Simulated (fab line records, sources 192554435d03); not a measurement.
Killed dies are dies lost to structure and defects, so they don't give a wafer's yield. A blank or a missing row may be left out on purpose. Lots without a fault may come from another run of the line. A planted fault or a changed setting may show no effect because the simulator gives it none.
Chamber matching | flow n5_finfet | N5_BEOL_M15_ETCH_59 on rie_diel-04: 4 sister chambers
The step etches BARC in N2/H2, target depth 89 nm, overetch 26.7 nm, time 67.9 s. 4 wafers are shown with their chamber, then 8 later ones without.

WAFERS WITH THEIR CHAMBER
wafer  | chamber | showerhead_plenum_p_Torr (Torr)
L087.5 | 1       | 2.49
L089.5 | 3       | 2.46
L089.6 | 2       | 2.72
L090.1 | 0       | 2.52

WAFERS WITHOUT THEIR CHAMBER
wafer  | showerhead_plenum_p_Torr (Torr)
L090.3 | 2.72
L090.6 | 2.46
L093.1 | 2.49
L093.3 | 2.72
L093.4 | 2.49
L096.3 | 2.72
L096.5 | 2.49
L096.6 | 2.71

WHICH CHAMBER EACH WENT THROUGH
wafer  | from the rows above | in truth
L090.3 | 2                   | 2
L090.6 | 3                   | 3
L093.1 | 1                   | 1
L093.3 | 2                   | 2
L093.4 | 1                   | 1
L096.3 | 2                   | 2
L096.5 | 1                   | 1
L096.6 | 2                   | 2
Placed correctly: 8 of 8. Can't be placed from these rows: 0. Placed wrongly: 0.
How it was worked out, from the rows above alone: a wafer's distance from a chamber is the root of the sum, over the readings, of the square of ((its reading less the chamber's mean) divided by the reading's scatter). The wafer belongs to the nearest chamber; if the next one is less than 2 further off, it can't be placed. A chamber's mean is the mean of its shown wafers. The scatter: with one shown wafer a chamber, the root of the mean of the squares of how far each hidden wafer lies from its nearest shown one.
